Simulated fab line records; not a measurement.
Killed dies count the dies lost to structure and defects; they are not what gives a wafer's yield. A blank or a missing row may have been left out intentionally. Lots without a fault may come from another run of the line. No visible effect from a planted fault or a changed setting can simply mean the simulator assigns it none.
fab line records	flow nand-harc
record: lots: 24	wafers: 72	last-day: 33
route steps=1302 shown A_STAIRCASE@670
lots untouched by any fault: they come from a run of this same line in which no faults occurred
start-h: hours from the record's opening day to when the first of the lot's shown wafers began	wait-h: hours elapsed since this lot's preceding step	" repeats the value in the row above	L1.1+2: several wafers, shown together as one row	- no value, or no start given	* or withheld: withheld	< > ~ a bound
route shown NAME@n: a module of which the file shows steps, and the number in the route of the first	usual: mean/standard deviation taken from wafers without a fault	same: alike in all rows	chamber/n: place in a boat	sites: the reading at each site	_std_site: standard deviation of those values	_edge_site: the outer-site mean with the inner-site mean subtracted	radius-mm: how far each site lies from the wafer's centre	mask NAME#n: copy n	behind: the last tool/chamber to shape the wafer	hold: why the lot went on hold/how many hours it stayed there/how the hold came to an end	device: whichever transistor did not switch (one of n, p or np)	end of line: the tests these same wafers got at the end of their route	for a step that has no rows: nothing shown but its recipe	killed: count of dies lost to structure and defects at first sort (not the wafer's yield)	map: the dies of a wafer, with x for killed, . for not killed, _ for no die there
set.NAME: the setting the step ran with; set.NAME@STEP: the setting that earlier step ran with	model.NAME: the simulator's own value behind a step, which no gauge read
steps of the route over a sample of lots; a table a step, a row a wafer
services: when a tool's chamber went out of use (start-h, in hours from the record's first day, below 0 if earlier), for how many hours, and the reason
== steps ==
step: NHARC_A_STAIRCASE_TRIM_14
recipe: time-s: 211.2	o2-flow-sccm: 500	ar-flow-sccm: 0	bias-w: 0	chemistry: O2
usual: drypump-motor-current-A: 5.6/0.4	oes-product-au: 1.000/0.0068	rf-vpp-V: 57.5/0.85	showerhead-plenum-p-Torr: 3.46/0.1	throttle-valve-pct: 17.037/0.0084
lot.wafer	tool	chamber	start-h	wait-h	drypump-motor-current-A	oes-product-au	rf-hours-counter-h	rf-vpp-V	showerhead-plenum-p-Torr	throttle-valve-pct
L074.3	rie-diel-09	2	-	-	5.8	0.985	9	57.2	3.55	17.023
L074.2	"	0	"	"	5.7	0.989	9	57.3	3.37	17.033
L074.6	"	2	"	"	5.8	0.987	-	58.0	3.55	17.035
L075.2	rie-diel-09	0	-	-	5.7	1.003	12	58.6	3.37	17.057
L075.4	"	2	"	"	5.9	0.989	13	56.7	3.55	17.029
L075.5	"	1	"	"	6.2	0.999	-	58.4	3.39	17.037
L078.2	rie-diel-06	0	-	-	5.8	1.004	31	58.0	3.47	17.027
L078.1	"	2	"	"	5.0	1.000	33	57.7	3.55	17.026
L078.4	"	3	"	"	5.9	0.996	34	56.2	3.39	17.041
L077.4	rie-diel-06	3	-	-	5.9	0.991	35	58.7	3.39	17.035
L077.3	"	0	"	"	5.7	1.001	32	56.3	3.47	17.043
L077.5	"	2	"	"	5.0	1.003	-	57.3	3.55	17.020
L076.2	rie-diel-06	1	-	-	5.8	1.007	31	57.2	3.62	17.042
L076.6	"	0	"	"	5.7	1.005	-	57.2	3.47	17.055
L076.5	"	1	"	"	5.8	1.006	-	58.2	3.62	17.042
L079.3	rie-diel-01	2	-	-	5.9	0.998	1	57.8	3.34	17.043
L079.2	"	0	"	"	5.7	0.998	1	57.5	3.47	17.049
L079.5	"	2	"	"	5.9	1.000	-	57.3	3.34	17.040
L080.3	rie-diel-01	3	-	-	5.3	1.003	13	57.0	3.34	17.048
L080.5	"	0	"	"	5.7	1.004	-	57.3	3.46	17.023
L080.6	"	1	"	"	4.8	1.004	-	59.2	3.61	17.038
L081.3	rie-diel-01	3	-	-	5.2	0.997	14	57.8	3.34	17.039
L081.1	"	1	"	"	4.8	1.000	11	59.4	3.60	17.041
L081.5	"	2	"	"	5.9	0.992	-	59.1	3.33	17.032
L082.4	rie-diel-01	2	-	-	5.9	0.999	16	56.0	3.33	17.040
L082.5	"	3	"	"	5.3	1.007	-	57.1	3.34	17.025
L082.6	"	0	"	"	5.7	1.001	-	57.7	3.46	17.033
L083.2	rie-diel-06	2	-	-	5.0	0.990	50	56.2	3.54	17.049
L083.5	"	3	"	"	5.9	1.000	-	56.8	3.38	17.013
L083.6	"	0	"	"	5.8	1.001	-	56.7	3.46	17.041
L085.3	rie-diel-01	1	-	-	4.8	1.006	22	57.4	3.60	17.048
L085.4	"	0	"	"	5.7	0.999	-	57.5	3.45	17.027
L085.5	"	1	"	"	4.8	1.001	-	58.0	3.60	17.029
L084.5	rie-diel-09	1	-	-	6.2	0.997	-	57.2	3.37	17.048
L084.6	"	2	"	"	5.9	1.002	-	58.1	3.53	17.035
L084.4	"	3	"	"	5.8	0.999	-	56.9	3.59	17.035
L087.2	rie-diel-09	3	-	-	5.8	0.992	45	56.8	3.59	17.043
L087.4	"	1	"	"	6.2	1.000	51	58.3	3.37	17.046
L087.3	"	2	"	"	5.8	1.003	53	56.8	3.52	17.045
L086.2	rie-diel-01	3	-	-	5.2	1.011	28	55.4	3.34	17.045
L086.6	"	1	"	"	4.8	1.010	-	57.2	3.60	17.039
L086.5	"	2	"	"	5.9	1.001	-	58.0	3.33	17.035
L089.3	rie-diel-01	2	-	-	5.9	0.986	36	57.8	3.32	17.030
L089.5	"	1	"	"	4.8	1.001	-	58.3	3.59	17.023
L089.6	"	2	"	"	5.9	0.998	-	55.6	3.32	17.045
L088.4	rie-diel-06	2	-	-	5.1	1.001	4	57.9	3.53	17.030
L088.2	"	3	"	"	5.9	1.007	5	57.6	3.37	17.037
L088.5	"	0	"	"	5.8	1.006	-	58.1	3.45	17.029
L090.3	rie-diel-06	3	-	-	5.9	1.010	8	55.4	3.37	17.039
L090.2	"	0	"	"	5.8	1.010	9	56.7	3.45	17.048
L090.1	"	2	"	"	5.1	0.999	7	58.0	3.53	17.033
L091.2	rie-diel-01	0	-	-	5.7	1.005	41	58.3	3.45	17.037
L091.3	"	1	"	"	4.8	1.010	40	58.1	3.59	17.043
L091.4	"	3	"	"	5.3	1.007	39	57.3	3.33	17.038
L092.1	rie-diel-01	3	-	-	5.3	1.008	43	57.8	3.33	17.036
L092.2	"	1	"	"	4.8	1.003	45	58.8	3.58	17.033
L092.5	"	3	"	"	5.3	1.003	-	57.3	3.33	17.045
L093.4	rie-diel-01	0	-	-	5.7	0.995	48	58.7	3.44	17.039
L093.3	"	1	"	"	4.8	0.998	48	57.8	3.58	17.024
L093.2	"	2	"	"	5.9	0.988	46	57.4	3.32	17.039
L095.1	rie-diel-06	1	-	-	5.8	0.999	24	57.4	3.59	17.047
L095.4	"	3	"	"	5.9	0.993	19	57.1	3.36	17.036
L095.2	"	0	"	"	5.8	1.016	24	58.0	3.44	17.040
L094.2	rie-diel-01	1	-	-	4.8	0.999	0	58.0	3.58	17.032
L094.5	"	0	"	"	5.7	0.997	-	57.1	3.44	17.050
L094.4	"	1	"	"	4.8	1.006	-	57.3	3.58	17.042
L096.3	rie-diel-09	0	-	-	5.7	0.998	29	59.1	3.33	17.037
L096.1	"	1	"	"	6.2	0.996	28	56.1	3.35	17.032
L096.6	"	3	"	"	5.8	0.992	-	57.0	3.57	17.046
L097.1	rie-diel-01	1	-	-	4.8	1.002	10	56.9	3.57	17.039
L097.2	"	3	"	"	5.2	1.008	7	56.6	3.32	17.039
L097.5	"	0	"	"	5.7	1.006	-	57.8	3.43	17.032
step: NHARC_A_STAIRCASE_ETCH_21
recipe: target-depth-a: 1000	time-s: 40.5	ion-energy-ev: 400	c4f8-flow-sccm: 20	o2-flow-sccm: 10	ar-flow-sccm: withheld	rf-w: 600	bias-w: 1000	chemistry: C4F8/O2
usual: oes-product-au: 0.947/0.013	rf-vpp-V: 893/4
lot.wafer	tool	chamber	start-h	wait-h	oes-product-au	rf-hours-counter-h	rf-vpp-V
L074.2	rie-diel-09	1	-	-	0.938	9	890
L074.3	"	2	"	"	0.935	9	898
L074.6	"	0	"	"	0.936	-	890
L075.2	rie-diel-01	2	-	-	0.929	34	888
L075.5	"	2	"	"	0.929	-	889
L075.4	"	3	"	"	0.934	-	889
L078.1	rie-diel-09	2	-	-	0.943	20	896
L078.2	"	3	"	"	0.942	10	900
L078.4	"	1	"	"	0.936	-	890
L077.4	rie-diel-06	1	-	-	0.942	32	900
L077.3	"	2	"	"	0.931	35	896
L077.5	"	1	"	"	0.945	-	900
L076.2	rie-diel-06	0	-	-	0.943	34	895
L076.5	"	0	"	"	0.940	-	895
L076.6	"	1	"	"	0.948	-	899
L079.2	rie-diel-01	2	-	-	0.935	1	889
L079.3	"	0	"	"	0.941	1	893
L079.5	"	3	"	"	0.959	-	891
L080.3	rie-diel-01	1	-	-	0.948	10	899
L080.6	"	2	"	"	0.939	-	890
L080.5	"	3	"	"	0.950	-	889
L081.3	rie-diel-01	0	-	-	0.949	13	893
L081.1	"	1	"	"	0.949	11	898
L081.5	"	1	"	"	0.948	-	899
L082.4	rie-diel-01	1	-	-	0.947	17	899
L082.6	"	0	"	"	0.952	-	894
L082.5	"	1	"	"	0.949	-	898
L083.2	rie-diel-06	2	-	-	0.938	51	896
L083.6	"	3	"	"	0.942	-	890
L083.5	"	0	"	"	0.948	-	895
L085.3	rie-diel-01	2	-	-	0.947	22	888
L085.4	"	2	"	"	0.947	-	890
L085.5	"	0	"	"	0.936	-	894
L084.4	rie-diel-09	1	-	-	0.934	-	889
L084.6	"	2	"	"	0.935	-	897
L084.5	"	3	"	"	0.932	-	900
L087.3	rie-diel-06	1	-	-	0.986	62	900
L087.4	"	2	"	"	0.958	61	895
L087.2	"	3	"	"	0.960	63	890
L086.2	rie-diel-09	3	-	-	0.959	45	898
L086.6	"	2	"	"	0.958	-	896
L086.5	"	3	"	"	0.959	-	898
L089.3	rie-diel-01	0	-	-	0.943	39	893
L089.5	"	2	"	"	0.948	-	890
L089.6	"	3	"	"	0.949	-	890
L088.4	rie-diel-06	3	-	-	0.939	5	891
L088.2	"	2	"	"	0.936	4	897
L088.5	"	0	"	"	0.934	-	894
L090.2	rie-diel-09	0	-	-	0.957	3	888
L090.3	"	1	"	"	0.957	3	889
L090.1	"	3	"	"	0.931	3	898
L091.2	rie-diel-01	2	-	-	0.941	39	887
L091.3	"	3	"	"	0.952	40	889
L091.4	"	0	"	"	0.942	41	894
L092.1	rie-diel-09	2	-	-	0.964	10	896
L092.2	"	3	"	"	0.978	9	897
L092.5	"	1	"	"	0.963	-	891
L093.3	rie-diel-01	0	-	-	0.949	49	893
L093.2	"	3	"	"	0.944	47	888
L093.4	"	1	"	"	0.957	-	897
L095.4	rie-diel-06	0	-	-	0.952	25	894
L095.1	"	2	"	"	0.959	24	896
L095.2	"	3	"	"	0.956	20	891
L094.2	rie-diel-01	1	-	-	0.955	1	898
L094.4	"	1	"	"	0.955	-	897
L094.5	"	2	"	"	0.951	-	889
L096.1	rie-diel-01	2	-	-	0.968	3	889
L096.3	"	0	"	"	0.963	2	893
L096.6	"	1	"	"	0.965	-	900
L097.1	rie-diel-01	2	-	-	0.944	10	887
L097.2	"	3	"	"	0.941	7	888
L097.5	"	2	"	"	0.947	-	888
step: NHARC_A_STAIRCASE_ETCH_23
recipe: target-depth-a: 1000	time-s: 40.5	ion-energy-ev: 400	c4f8-flow-sccm: 20	o2-flow-sccm: 10	ar-flow-sccm: withheld	rf-w: 600	bias-w: 1000	chemistry: C4F8/O2
usual: oes-product-au: 0.942/0.0099	rf-vpp-V: 893/3.9
lot.wafer	tool	chamber	start-h	wait-h	oes-product-au	rf-hours-counter-h	rf-vpp-V
L074.2	rie-diel-09	2	-	-	0.933	9	898
L074.3	"	0	"	"	0.940	9	890
L074.6	"	2	"	"	0.933	-	896
L075.2	rie-diel-01	3	-	-	0.942	38	889
L075.4	"	2	"	"	0.946	-	889
L075.5	"	3	"	"	0.943	-	889
L078.2	rie-diel-09	1	-	-	0.925	19	891
L078.1	"	3	"	"	0.932	10	898
L078.4	"	3	"	"	0.924	-	899
L077.4	rie-diel-06	2	-	-	0.928	35	896
L077.3	"	0	"	"	0.932	34	894
L077.5	"	2	"	"	0.940	-	895
L076.2	rie-diel-06	0	-	-	0.934	34	895
L076.6	"	1	"	"	0.936	-	900
L076.5	"	2	"	"	0.916	-	896
L079.2	rie-diel-01	0	-	-	0.936	1	894
L079.3	"	3	"	"	0.948	1	889
L079.5	"	0	"	"	0.927	-	893
L080.3	rie-diel-01	2	-	-	0.938	11	889
L080.5	"	0	"	"	0.945	-	894
L080.6	"	1	"	"	0.948	-	899
L081.3	rie-diel-01	0	-	-	0.948	13	894
L081.1	"	1	"	"	0.946	11	898
L081.5	"	0	"	"	0.953	-	893
L082.4	rie-diel-01	2	-	-	0.952	16	887
L082.6	"	0	"	"	0.939	-	893
L082.5	"	1	"	"	0.958	-	899
L083.2	rie-diel-06	2	-	-	0.936	51	895
L083.5	"	3	"	"	0.958	-	890
L083.6	"	0	"	"	0.957	-	893
L085.3	rie-diel-01	1	-	-	0.952	22	899
L085.4	"	0	"	"	0.936	-	892
L085.5	"	2	"	"	0.935	-	889
L084.6	rie-diel-09	2	-	-	0.940	-	896
L084.5	"	3	"	"	0.930	-	900
L084.4	"	1	"	"	0.933	-	892
L087.2	rie-diel-06	2	-	-	0.944	61	898
L087.4	"	3	"	"	0.966	63	889
L087.3	"	1	"	"	0.953	62	898
L086.2	rie-diel-09	1	-	-	0.955	52	890
L086.6	"	2	"	"	0.944	-	895
L086.5	"	3	"	"	0.942	-	898
L089.3	rie-diel-01	0	-	-	0.935	39	892
L089.5	"	1	"	"	0.940	-	897
L089.6	"	2	"	"	0.939	-	888
L088.2	rie-diel-06	0	-	-	0.937	6	892
L088.4	"	1	"	"	0.943	5	897
L088.5	"	3	"	"	0.951	-	891
L090.3	rie-diel-09	0	-	-	0.959	3	889
L090.1	"	1	"	"	0.940	3	889
L090.2	"	2	"	"	0.923	3	895
L091.3	rie-diel-01	3	-	-	0.938	40	888
L091.2	"	1	"	"	0.951	40	899
L091.4	"	2	"	"	0.940	39	889
L092.1	rie-diel-09	0	-	-	0.954	7	889
L092.2	"	1	"	"	0.944	8	889
L092.5	"	1	"	"	0.947	-	889
L093.3	rie-diel-01	3	-	-	0.934	47	888
L093.2	"	1	"	"	0.944	49	899
L093.4	"	3	"	"	0.941	-	889
L095.2	rie-diel-06	3	-	-	0.952	20	890
L095.1	"	0	"	"	0.950	25	894
L095.4	"	1	"	"	0.946	24	898
L094.2	rie-diel-01	1	-	-	0.952	1	898
L094.4	"	0	"	"	0.948	-	893
L094.5	"	2	"	"	0.946	-	888
L096.3	rie-diel-01	2	-	-	0.947	3	889
L096.1	"	0	"	"	0.957	2	894
L096.6	"	2	"	"	0.950	-	887
L097.2	rie-diel-01	3	-	-	0.948	8	890
L097.1	"	1	"	"	0.953	11	898
L097.5	"	0	"	"	0.946	-	891
step: NHARC_A_STAIRCASE_TRIM_189
recipe: time-s: 211.2	o2-flow-sccm: 500	ar-flow-sccm: 0	bias-w: 0	chemistry: O2
usual: drypump-motor-current-A: 5.6/0.38	oes-product-au: 1.002/0.008	rf-vpp-V: 57.7/0.81	showerhead-plenum-p-Torr: 3.47/0.1	throttle-valve-pct: 17.036/0.0083
lot.wafer	tool	chamber	start-h	wait-h	drypump-motor-current-A	oes-product-au	rf-hours-counter-h	rf-vpp-V	showerhead-plenum-p-Torr	throttle-valve-pct
L074.2	rie-diel-01	3	-	-	5.3	0.999	33	57.0	3.36	17.036
L074.3	"	1	"	"	4.8	0.996	33	57.9	3.62	17.035
L074.6	"	1	"	"	4.8	0.997	-	57.4	3.62	17.045
L075.2	rie-diel-06	0	-	-	5.8	1.015	25	57.1	3.48	17.034
L075.4	"	1	"	"	5.8	1.008	23	56.3	3.63	17.036
L075.5	"	2	"	"	5.1	1.007	-	59.0	3.56	17.031
L078.4	rie-diel-06	0	-	-	5.7	1.020	33	57.8	3.47	17.039
L078.2	"	1	"	"	5.8	1.010	32	56.3	3.62	17.057
L078.1	"	3	"	"	5.9	1.003	36	57.3	3.39	17.052
L077.3	rie-diel-06	3	-	-	5.9	1.000	37	57.8	3.39	17.046
L077.4	"	1	"	"	5.8	0.997	34	58.1	3.62	17.031
L077.5	"	3	"	"	5.9	0.991	-	56.8	3.39	17.041
L076.2	rie-diel-09	3	-	-	5.8	1.004	13	57.1	3.61	17.046
L076.5	"	1	"	"	6.2	0.985	-	57.4	3.38	17.039
L076.6	"	2	"	"	5.8	0.994	-	59.1	3.54	17.043
L079.3	rie-diel-06	0	-	-	5.8	0.998	37	58.5	3.47	17.030
L079.2	"	1	"	"	5.8	1.014	36	57.7	3.62	17.045
L079.5	"	0	"	"	5.8	1.011	-	58.1	3.47	17.032
L080.3	rie-diel-06	1	-	-	5.8	1.003	47	58.4	3.61	17.040
L080.5	"	1	"	"	5.8	0.998	-	58.3	3.61	17.042
L080.6	"	2	"	"	5.0	1.001	-	58.1	3.54	17.033
L081.1	rie-diel-01	1	-	-	4.8	1.010	12	58.5	3.60	17.038
L081.3	"	2	"	"	5.9	0.993	13	58.4	3.33	17.034
L081.5	"	0	"	"	5.7	1.006	-	57.7	3.46	17.036
L082.4	rie-diel-01	2	-	-	5.9	0.992	17	57.6	3.33	17.038
L082.5	"	3	"	"	5.2	0.999	-	57.5	3.34	17.043
L082.6	"	0	"	"	5.7	0.996	-	56.0	3.46	17.026
L083.2	rie-diel-06	0	-	-	5.8	1.002	52	57.6	3.46	17.035
L083.6	"	3	"	"	5.9	1.002	-	56.8	3.38	17.051
L083.5	"	0	"	"	5.7	1.014	-	58.6	3.46	17.023
L085.3	rie-diel-06	3	-	-	6.0	0.995	57	58.2	3.38	17.030
L085.4	"	1	"	"	5.8	1.002	57	57.7	3.61	17.046
L085.5	"	3	"	"	5.9	0.987	-	57.9	3.38	17.040
L084.4	rie-diel-01	2	-	-	5.9	0.996	23	56.5	3.33	17.048
L084.6	"	0	"	"	5.6	0.997	-	56.8	3.45	17.024
L084.5	"	1	"	"	4.8	1.007	-	57.6	3.60	17.049
L087.3	rie-diel-01	3	-	-	5.3	0.997	29	58.0	3.34	17.031
L087.4	"	0	"	"	5.7	0.999	30	57.6	3.45	17.038
L087.2	"	1	"	"	4.8	1.001	27	58.9	3.60	17.057
L086.2	rie-diel-06	3	-	-	5.9	0.999	63	57.0	3.38	17.038
L086.5	"	1	"	"	5.8	1.002	-	57.3	3.60	17.049
L086.6	"	2	"	"	5.1	0.998	-	58.7	3.54	17.053
L089.3	rie-diel-09	3	-	-	5.8	0.998	1	57.9	3.59	17.034
L089.5	"	1	"	"	6.2	0.997	-	57.9	3.36	17.039
L089.6	"	2	"	"	5.8	0.996	-	57.1	3.52	17.046
L088.4	rie-diel-06	3	-	-	5.9	1.012	6	57.3	3.37	17.032
L088.2	"	0	"	"	5.7	1.009	7	56.9	3.45	17.050
L088.5	"	1	"	"	5.8	1.016	-	57.9	3.60	17.037
L090.3	rie-diel-09	0	-	-	5.7	1.009	3	59.6	3.35	17.037
L090.2	"	1	"	"	6.2	1.002	4	57.4	3.36	17.035
L090.1	"	2	"	"	5.8	1.013	4	59.1	3.52	17.029
L091.2	rie-diel-01	2	-	-	5.9	1.003	39	56.1	3.32	17.031
L091.4	"	3	"	"	5.2	1.012	40	57.7	3.33	17.033
L091.3	"	0	"	"	5.7	0.994	41	58.4	3.45	17.038
L092.1	rie-diel-01	3	-	-	5.2	1.000	44	57.8	3.33	17.043
L092.2	"	2	"	"	5.9	0.998	44	58.4	3.32	17.039
L092.5	"	0	"	"	5.7	1.001	-	56.9	3.44	17.019
L093.2	rie-diel-06	0	-	-	5.8	1.011	21	58.3	3.44	17.026
L093.3	"	1	"	"	5.8	1.008	20	58.0	3.59	17.038
L093.4	"	2	"	"	5.0	1.002	19	57.9	3.52	17.031
L095.2	rie-diel-01	3	-	-	5.3	1.002	0	56.0	3.32	17.053
L095.1	"	0	"	"	5.7	1.003	1	57.5	3.44	17.048
L095.4	"	2	"	"	6.0	1.005	1	57.2	3.31	17.037
L094.4	rie-diel-06	0	-	-	5.7	1.001	26	57.7	3.44	17.046
L094.2	"	2	"	"	5.0	0.998	25	58.9	3.52	17.038
L094.5	"	0	"	"	5.7	1.010	-	58.5	3.44	17.047
L096.1	rie-diel-06	3	-	-	5.9	0.993	22	57.6	3.36	17.042
L096.3	"	0	"	"	5.8	1.006	27	58.0	3.44	17.036
L096.6	"	3	"	"	5.9	0.994	-	58.0	3.36	17.041
L097.1	rie-diel-09	0	-	-	5.7	1.002	36	57.1	3.33	17.038
L097.2	"	2	"	"	5.8	0.987	30	57.7	3.50	17.040
L097.5	"	0	"	"	5.7	1.005	-	56.1	3.33	17.030
step: NHARC_A_STAIRCASE_ETCH_190
recipe: target-depth-a: 1000	time-s: 40.5	ion-energy-ev: 400	c4f8-flow-sccm: 20	o2-flow-sccm: 10	ar-flow-sccm: withheld	rf-w: 600	bias-w: 1000	chemistry: C4F8/O2
usual: oes-product-au: 0.944/0.0098	rf-vpp-V: 893/3.9
lot.wafer	tool	chamber	start-h	wait-h	oes-product-au	rf-hours-counter-h	rf-vpp-V
L074.3	rie-diel-01	0	-	-	0.933	32	893
L074.2	"	1	"	"	0.944	33	900
L074.6	"	0	"	"	0.922	-	894
L075.4	rie-diel-06	3	-	-	0.935	28	890
L075.2	"	1	"	"	0.949	23	901
L075.5	"	3	"	"	0.936	-	891
L078.4	rie-diel-06	3	-	-	0.937	36	891
L078.2	"	0	"	"	0.940	34	895
L078.1	"	2	"	"	0.947	35	897
L077.4	rie-diel-06	1	-	-	0.946	34	899
L077.3	"	0	"	"	0.942	35	894
L077.5	"	1	"	"	0.941	-	899
L076.2	rie-diel-09	1	-	-	0.927	22	890
L076.5	"	1	"	"	0.923	-	891
L076.6	"	2	"	"	0.922	-	898
L079.2	rie-diel-06	3	-	-	0.954	39	890
L079.3	"	2	"	"	0.954	38	897
L079.5	"	3	"	"	0.965	-	892
L080.3	rie-diel-06	0	-	-	0.953	48	893
L080.6	"	3	"	"	0.954	-	890
L080.5	"	0	"	"	0.948	-	893
L081.3	rie-diel-01	1	-	-	0.950	12	900
L081.1	"	2	"	"	0.944	13	889
L081.5	"	3	"	"	0.950	-	889
L082.4	rie-diel-01	3	-	-	0.938	20	887
L082.6	"	2	"	"	0.941	-	890
L082.5	"	3	"	"	0.943	-	888
L083.2	rie-diel-06	1	-	-	0.948	52	898
L083.6	"	0	"	"	0.950	-	894
L083.5	"	1	"	"	0.953	-	899
L085.3	rie-diel-06	2	-	-	0.926	55	896
L085.4	"	1	"	"	0.955	57	898
L085.5	"	2	"	"	0.932	-	895
L084.4	rie-diel-01	2	-	-	0.934	23	890
L084.6	"	2	"	"	0.931	-	888
L084.5	"	3	"	"	0.931	-	889
L087.2	rie-diel-01	1	-	-	0.935	27	898
L087.4	"	2	"	"	0.941	26	888
L087.3	"	3	"	"	0.944	29	891
L086.2	rie-diel-06	1	-	-	0.949	62	898
L086.6	"	3	"	"	0.945	-	890
L086.5	"	0	"	"	0.958	-	895
L089.3	rie-diel-09	2	-	-	0.946	2	898
L089.6	"	1	"	"	0.943	-	892
L089.5	"	2	"	"	0.933	-	896
L088.2	rie-diel-06	0	-	-	0.949	7	891
L088.4	"	1	"	"	0.952	6	899
L088.5	"	3	"	"	0.960	-	892
L090.3	rie-diel-09	2	-	-	0.929	4	896
L090.1	"	0	"	"	0.937	4	890
L090.2	"	1	"	"	0.941	4	890
L091.3	rie-diel-01	1	-	-	0.949	45	897
L091.2	"	2	"	"	0.934	41	889
L091.4	"	3	"	"	0.938	42	888
L092.1	rie-diel-01	2	-	-	0.947	44	887
L092.2	"	1	"	"	0.958	47	897
L092.5	"	2	"	"	0.945	-	889
L093.3	rie-diel-06	1	-	-	0.957	21	898
L093.4	"	3	"	"	0.962	14	889
L093.2	"	0	"	"	0.943	21	894
L095.2	rie-diel-01	3	-	-	0.954	0	888
L095.4	"	0	"	"	0.959	1	892
L095.1	"	1	"	"	0.951	1	898
L094.4	rie-diel-06	1	-	-	0.942	25	898
L094.2	"	2	"	"	0.939	25	896
L094.5	"	1	"	"	0.933	-	900
L096.3	rie-diel-06	1	-	-	0.970	27	898
L096.1	"	0	"	"	0.946	28	892
L096.6	"	2	"	"	0.945	-	895
L097.1	rie-diel-09	1	-	-	0.935	33	889
L097.2	"	2	"	"	0.938	30	895
L097.5	"	1	"	"	0.937	-	888
step: NHARC_A_STAIRCASE_ETCH_221
recipe: target-depth-a: 1000	time-s: 40.5	ion-energy-ev: 400	c4f8-flow-sccm: 20	o2-flow-sccm: 10	ar-flow-sccm: withheld	rf-w: 600	bias-w: 1000	chemistry: C4F8/O2
usual: oes-product-au: 0.939/0.014	rf-vpp-V: 893/4
lot.wafer	tool	chamber	start-h	wait-h	oes-product-au	rf-hours-counter-h	rf-vpp-V
L074.2	rie-diel-09	3	-	-	0.920	2	899
L074.3	"	1	"	"	0.921	13	892
L074.6	"	3	"	"	0.908	-	899
L075.2	rie-diel-09	1	-	-	0.927	15	890
L075.4	"	3	"	"	0.929	6	899
L075.5	"	0	"	"	0.938	-	890
L078.2	rie-diel-06	3	-	-	0.921	38	893
L078.1	"	0	"	"	0.925	35	894
L078.4	"	1	"	"	0.933	35	900
L077.3	rie-diel-01	1	-	-	0.952	1	897
L077.4	"	2	"	"	0.964	1	889
L077.5	"	3	"	"	0.958	-	889
L076.2	rie-diel-09	2	-	-	0.940	26	897
L076.6	"	1	"	"	0.937	-	891
L076.5	"	2	"	"	0.946	-	895
L079.3	rie-diel-01	0	-	-	0.950	3	894
L079.2	"	2	"	"	0.950	3	889
L079.5	"	0	"	"	0.941	-	894
L080.3	rie-diel-09	2	-	-	0.913	37	895
L080.5	"	0	"	"	0.916	-	889
L080.6	"	1	"	"	0.913	-	890
L081.3	rie-diel-06	0	-	-	0.960	48	895
L081.1	"	3	"	"	0.970	50	891
L081.5	"	1	"	"	0.952	-	899
L083.2	rie-diel-01	1	-	-	0.929	21	900
L083.6	"	2	"	"	0.921	-	890
L083.5	"	3	"	"	0.930	-	889
L082.4	rie-diel-01	2	-	-	0.918	20	889
L082.5	"	2	"	"	0.922	-	888
L082.6	"	3	"	"	0.939	-	890
L085.3	rie-diel-01	3	-	-	0.940	27	888
L085.4	"	0	"	"	0.930	28	892
L085.5	"	1	"	"	0.942	-	897
L084.4	rie-diel-06	1	-	-	0.926	59	899
L084.5	"	0	"	"	0.921	-	892
L084.6	"	1	"	"	0.946	-	899
L087.2	rie-diel-09	2	-	-	0.928	55	896
L087.4	"	3	"	"	0.927	47	899
L087.3	"	0	"	"	0.930	46	888
L086.2	rie-diel-01	2	-	-	0.950	28	887
L086.5	"	3	"	"	0.953	-	889
L086.6	"	0	"	"	0.957	-	892
L089.3	rie-diel-09	3	-	-	0.941	2	900
L089.5	"	1	"	"	0.950	-	892
L089.6	"	2	"	"	0.960	-	894
L088.2	rie-diel-01	0	-	-	0.939	40	894
L088.4	"	1	"	"	0.951	39	898
L088.5	"	2	"	"	0.953	-	888
L091.3	rie-diel-06	1	-	-	0.936	14	898
L091.2	"	2	"	"	0.941	12	896
L091.4	"	2	"	"	0.933	-	895
L090.3	rie-diel-09	0	-	-	0.936	7	888
L090.2	"	1	"	"	0.927	8	891
L090.1	"	2	"	"	0.940	10	894
L092.2	rie-diel-01	1	-	-	0.940	47	897
L092.1	"	3	"	"	0.927	45	888
L092.5	"	1	"	"	0.947	-	899
L093.4	rie-diel-01	3	-	-	0.928	50	887
L093.3	"	0	"	"	0.929	51	892
L093.2	"	1	"	"	0.924	51	897
L095.2	rie-diel-06	1	-	-	0.958	26	897
L095.1	"	2	"	"	0.953	25	896
L095.4	"	0	"	"	0.938	27	894
L094.2	rie-diel-09	2	-	-	0.951	25	893
L094.4	"	3	"	"	0.962	25	898
L094.5	"	2	"	"	0.951	-	894
L096.1	rie-diel-01	0	-	-	0.933	5	894
L096.3	"	3	"	"	0.957	4	888
L096.6	"	0	"	"	0.942	-	893
L097.2	rie-diel-09	2	-	-	0.955	31	894
L097.1	"	3	"	"	0.954	33	897
L097.5	"	2	"	"	0.955	-	896
== services ==
tool	chamber	start-h	hours	kind
rie-diel-09	3	329.30	21.7	repair
rie-diel-01	2	348.93	9.0	repair
rie-diel-01	1	359.08	9.7	repair
rie-diel-01	0	359.56	-	clean
rie-diel-01	2	359.56	-	clean
rie-diel-01	3	359.56	-	clean
rie-diel-09	0	380.91	7.5	repair
rie-diel-01	-	381.23	9.0	pm
rie-diel-01	0	381.23	9.0	vent-cycle
rie-diel-01	1	381.23	9.0	vent-cycle
rie-diel-06	0	421.50	4.5	repair
rie-diel-09	2	450.40	4.0	repair
rie-diel-09	0	452.41	12.4	repair
rie-diel-06	-	484.20	9.0	pm
rie-diel-09	0	485.52	4.6	repair
rie-diel-09	-	499.32	9.0	pm
rie-diel-06	-	505.03	0.9	repair
rie-diel-01	0	534.48	5.9	repair
rie-diel-01	3	553.19	17.0	repair
rie-diel-06	2	553.95	8.9	repair
rie-diel-01	-	558.35	9.0	pm
rie-diel-09	1	567.42	1.8	repair
rie-diel-01	3	573.93	2.5	repair
rie-diel-06	2	584.26	14.5	repair
== key ==
fault none
